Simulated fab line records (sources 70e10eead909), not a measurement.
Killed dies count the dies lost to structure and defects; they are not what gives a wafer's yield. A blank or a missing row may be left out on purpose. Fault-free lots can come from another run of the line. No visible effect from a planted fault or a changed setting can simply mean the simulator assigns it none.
What tool caused it? :: flow nand_harc :: 42 wafers from 14 lots sampled at 4 of the route's 1302 steps

## WHAT THE GAUGES SHOWED, per wafer
NHARC_A_BLC_INSPECT_28. Usual: 529 for raw_defect_count, sd 110.
lot: L153
measured: day 22 16:28
on: defect_inspect-02
raw_defect_count: 310 405 353
flag: 

lot: L154
measured: day 23 03:55
on: defect_inspect-02
raw_defect_count: 529 602 491
flag: 

lot: L152
measured: day 23 05:36
on: defect_inspect-02
raw_defect_count: 601 482 690
flag: 

lot: L158
measured: day 24 20:51
on: defect_inspect-01
raw_defect_count: 380 408 471
flag: 

lot: L160
measured: day 25 18:43
on: defect_inspect-01
raw_defect_count: 681 875 384
flag: 

lot: L159
measured: day 26 01:47
on: defect_inspect-02
raw_defect_count: 527 422 444
flag: 

lot: L165
measured: day 28 01:01
on: defect_inspect-01
raw_defect_count: 559 761 656
flag: 

lot: L166
measured: day 28 15:30
on: defect_inspect-02
raw_defect_count: 532 538 488
flag: 

lot: L169
measured: day 29 23:49
on: defect_inspect-01
raw_defect_count: 395 612 422
flag: 

lot: L168
measured: day 30 01:29
on: defect_inspect-02
raw_defect_count: 530 354 546
flag: 

lot: L170
measured: day 30 03:59
on: defect_inspect-02
raw_defect_count: 426 532 534
flag: 

lot: L174
measured: day 31 18:56
on: defect_inspect-01
raw_defect_count: 573 623 543
flag: 

lot: L173
measured: day 31 19:55
on: defect_inspect-01
raw_defect_count: 665 616 559
flag: 

lot: L175
measured: day 32 13:48
on: defect_inspect-01
raw_defect_count: 543 499 543
flag: 

NHARC_END_SORT_01. Usual: defect_limited_yield is 90 % with standard deviation 3.1, killed_at_array is 59 with standard deviation 20, killed_at_other is 0.8 with standard deviation 1.1, killed_at_periphery is 5 with standard deviation 3.1, killed_dies is 64 with standard deviation 21, killed_open is 3.4 with standard deviation 1.9, and killed_short is 2.3 with standard deviation 1.7.
lot: L160
measured: day 27 10:31
on: prober-02
defect_limited_yield (%): 0 0 0
killed_at_array: 674 674 672
killed_at_other: 0 0 1
killed_at_periphery: 3 3 4
killed_dies: 677 677 677
killed_open: 3 2 6
killed_short: 2 1 2
flag: OFF

lot: L159
measured: day 27 21:34
on: prober-01
defect_limited_yield (%): 0 0 0
killed_at_array: 677 676 676
killed_at_other: 0 0 0
killed_at_periphery: 0 1 1
killed_dies: 677 677 677
killed_open: 1 3 4
killed_short: 2 1 0
flag: OFF

lot: L165
measured: day 29 17:32
on: prober-01
defect_limited_yield (%): 91 87 88
killed_at_array: 59 72 72
killed_at_other: 0 0 0
killed_at_periphery: 2 13 9
killed_dies: 61 85 81
killed_open: 1 2 3
killed_short: 2 6 3
flag: 

lot: L169
measured: day 31 18:07
on: prober-01
defect_limited_yield (%): 90 89 91
killed_at_array: 62 71 60
killed_at_other: 0 0 0
killed_at_periphery: 5 3 1
killed_dies: 67 74 61
killed_open: 1 4 4
killed_short: 1 0 3
flag: 

lot: L168
measured: day 31 18:52
on: prober-02
defect_limited_yield (%): 93 90 91
killed_at_array: 40 53 54
killed_at_other: 0 0 0
killed_at_periphery: 9 12 10
killed_dies: 49 65 64
killed_open: 4 4 1
killed_short: 1 1 2
flag: 

lot: L174
measured: day 33 13:10
on: prober-01
defect_limited_yield (%): 92 92 90
killed_at_array: 50 44 61
killed_at_other: 1 0 0
killed_at_periphery: 2 7 6
killed_dies: 53 51 67
killed_open: 1 6 2
killed_short: 1 3 1
flag: 

lot: L173
measured: day 33 13:53
on: prober-02
defect_limited_yield (%): 91 90 88
killed_at_array: 55 59 74
killed_at_other: 2 4 1
killed_at_periphery: 5 4 4
killed_dies: 62 67 79
killed_open: 6 6 2
killed_short: 1 0 7
flag: 

lot: L175
measured: day 34 06:50
on: prober-02
defect_limited_yield (%): 91 91 91
killed_at_array: 45 50 53
killed_at_other: 3 1 1
killed_at_periphery: 12 7 5
killed_dies: 60 58 59
killed_open: 4 3 3
killed_short: 7 2 0
flag: 

## EACH LOT AND THE TOOL THAT RAN IT (in order: tool; ch and the chambers of the sampled wafers; start)
lot: L153
NHARC_A_M0_DEGAS_28: pvd_sputter-03, day 22 18:28
NHARC_A_M0_PVD_21: pvd_sputter-03, day 22 18:43

lot: L154
NHARC_A_M0_DEGAS_28: pvd_sputter-02, day 23 05:56
NHARC_A_M0_PVD_21: pvd_sputter-02, day 23 06:08

lot: L152
NHARC_A_M0_DEGAS_28: pvd_sputter-01, day 23 07:29
NHARC_A_M0_PVD_21: pvd_sputter-01, day 23 07:44

lot: L158
NHARC_A_M0_DEGAS_28: pvd_sputter-01, day 24 22:53
NHARC_A_M0_PVD_21: pvd_sputter-01, day 24 23:05

lot: L160
NHARC_A_M0_DEGAS_28: pvd_sputter-03, day 25 20:46
NHARC_A_M0_PVD_21: pvd_sputter-03, day 25 21:01

lot: L159
NHARC_A_M0_DEGAS_28: pvd_sputter-03, day 26 03:43
NHARC_A_M0_PVD_21: pvd_sputter-03, day 26 03:58

lot: L165
NHARC_A_M0_DEGAS_28: pvd_sputter-02, day 28 03:02
NHARC_A_M0_PVD_21: pvd_sputter-02, day 28 03:15

lot: L166
NHARC_A_M0_DEGAS_28: pvd_sputter-03, day 28 17:23
NHARC_A_M0_PVD_21: pvd_sputter-03, day 28 17:36

lot: L169
NHARC_A_M0_DEGAS_28: pvd_sputter-02, day 30 01:50
NHARC_A_M0_PVD_21: pvd_sputter-02, day 30 02:04

lot: L168
NHARC_A_M0_DEGAS_28: pvd_sputter-03, day 30 03:38
NHARC_A_M0_PVD_21: pvd_sputter-03, day 30 03:55

lot: L170
NHARC_A_M0_DEGAS_28: pvd_sputter-03, day 30 06:01
NHARC_A_M0_PVD_21: pvd_sputter-03, day 30 06:14

lot: L174
NHARC_A_M0_DEGAS_28: pvd_sputter-02, day 31 21:13
NHARC_A_M0_PVD_21: pvd_sputter-02, day 31 21:26

lot: L173
NHARC_A_M0_DEGAS_28: pvd_sputter-03, day 31 22:07
NHARC_A_M0_PVD_21: pvd_sputter-03, day 31 22:20

lot: L175
NHARC_A_M0_DEGAS_28: pvd_sputter-03, day 32 15:49
NHARC_A_M0_PVD_21: pvd_sputter-03, day 32 16:02
- NHARC_A_M0_DEGAS_28: time 60 s.
- NHARC_A_M0_PVD_21: deposits Cu, target thk 30 nm, time 20.49 s.

## AS READ BY THE TOOLS THEMSELVES (means over the sampled wafers that have a number; for cases with no such wafer, the mark the record gives instead)
NHARC_A_M0_DEGAS_28. Usual: 334 W for heater_power_w, sd 29.
lot: L153
tool: pvd_sputter-03
heater_power_w (W): 313
flag: 

lot: L154
tool: pvd_sputter-02
heater_power_w (W): 363
flag: 

lot: L152
tool: pvd_sputter-01
heater_power_w (W): 351
flag: 

lot: L158
tool: pvd_sputter-01
heater_power_w (W): 336
flag: 

lot: L160
tool: pvd_sputter-03
heater_power_w (W): 302
flag: 

lot: L159
tool: pvd_sputter-03
heater_power_w (W): 310
flag: 

lot: L165
tool: pvd_sputter-02
heater_power_w (W): 346
flag: 

lot: L166
tool: pvd_sputter-03
heater_power_w (W): 320
flag: 

lot: L169
tool: pvd_sputter-02
heater_power_w (W): 375
flag: 

lot: L168
tool: pvd_sputter-03
heater_power_w (W): 321
flag: 

lot: L170
tool: pvd_sputter-03
heater_power_w (W): 314
flag: 

lot: L174
tool: pvd_sputter-02
heater_power_w (W): 367
flag: 

lot: L173
tool: pvd_sputter-03
heater_power_w (W): 322
flag: 

lot: L175
tool: pvd_sputter-03
heater_power_w (W): 294
flag: 

NHARC_A_M0_PVD_21. Usual: cathode_dc_power_W 5000.0 W, standard deviation 0.94; chamber_pressure_pa 5.000 Pa, standard deviation 0.011; throttle_valve_pct 29.9 %, standard deviation 1.4.
lot: L153
tool: pvd_sputter-03
cathode_dc_power_W (W): 4999.7
chamber_pressure_pa (Pa): 4.996
throttle_valve_pct (%): 31.1
flag: 

lot: L154
tool: pvd_sputter-02
cathode_dc_power_W (W): 4999.7
chamber_pressure_pa (Pa): 4.994
throttle_valve_pct (%): 28.8
flag: 

lot: L152
tool: pvd_sputter-01
cathode_dc_power_W (W): 4999.5
chamber_pressure_pa (Pa): 5.008
throttle_valve_pct (%): 29.7
flag: 

lot: L158
tool: pvd_sputter-01
cathode_dc_power_W (W): 5001.0
chamber_pressure_pa (Pa): 5.001
throttle_valve_pct (%): 29.5
flag: 

lot: L160
tool: pvd_sputter-03
cathode_dc_power_W (W): -
chamber_pressure_pa (Pa): -
throttle_valve_pct (%): -
flag: OFF

lot: L159
tool: pvd_sputter-03
cathode_dc_power_W (W): -
chamber_pressure_pa (Pa): -
throttle_valve_pct (%): -
flag: OFF

lot: L165
tool: pvd_sputter-02
cathode_dc_power_W (W): 5000.0
chamber_pressure_pa (Pa): 5.004
throttle_valve_pct (%): 30.1
flag: 

lot: L166
tool: pvd_sputter-03
cathode_dc_power_W (W): 5000.5
chamber_pressure_pa (Pa): 5.006
throttle_valve_pct (%): 30.9
flag: 

lot: L169
tool: pvd_sputter-02
cathode_dc_power_W (W): 5000.3
chamber_pressure_pa (Pa): 4.991
throttle_valve_pct (%): 30.1
flag: 

lot: L168
tool: pvd_sputter-03
cathode_dc_power_W (W): 4999.0
chamber_pressure_pa (Pa): 5.003
throttle_valve_pct (%): 30.2
flag: 

lot: L170
tool: pvd_sputter-03
cathode_dc_power_W (W): 5000.3
chamber_pressure_pa (Pa): 4.996
throttle_valve_pct (%): 30.1
flag: 

lot: L174
tool: pvd_sputter-02
cathode_dc_power_W (W): 4999.4
chamber_pressure_pa (Pa): 5.010
throttle_valve_pct (%): 30.4
flag: 

lot: L173
tool: pvd_sputter-03
cathode_dc_power_W (W): 4999.7
chamber_pressure_pa (Pa): 5.005
throttle_valve_pct (%): 31.2
flag: 

lot: L175
tool: pvd_sputter-03
cathode_dc_power_W (W): 5000.4
chamber_pressure_pa (Pa): 5.002
throttle_valve_pct (%): 31.1
flag: 

## THE ANSWER, worked out from the rows above alone
Rule: lot off if the mean of its wafers having a number is beyond 3 standard deviations from the usual mean. A lot without any number at a reading at which 4 lots or more have one is off too. The other lots that the step has rows for count as sound. Order of review: gauges by route order, followed by the tools' own readings, for which a lot's mean as printed above is used. The first step at which some lot is off is used, and at that step the reading that is off furthest; a lot without a number counts as furthest.
Off at NHARC_END_SORT_01 (killed_at_array): L160, L159. Neither off nor sound, because the step has no rows for them: L153, L154, L152, L158, L166, L170.
A tool fits if, at a process step before that reading, it ran every lot that is off, and no sound lot after the first of them. The gauges at NHARC_END_SORT_01 aren't tried: what is off there is off at NHARC_A_M0_PVD_21 too, on other tools, and a gauge's error can't cause that. None of those tried fits.

## WHAT THE SIMULATOR PUT IN
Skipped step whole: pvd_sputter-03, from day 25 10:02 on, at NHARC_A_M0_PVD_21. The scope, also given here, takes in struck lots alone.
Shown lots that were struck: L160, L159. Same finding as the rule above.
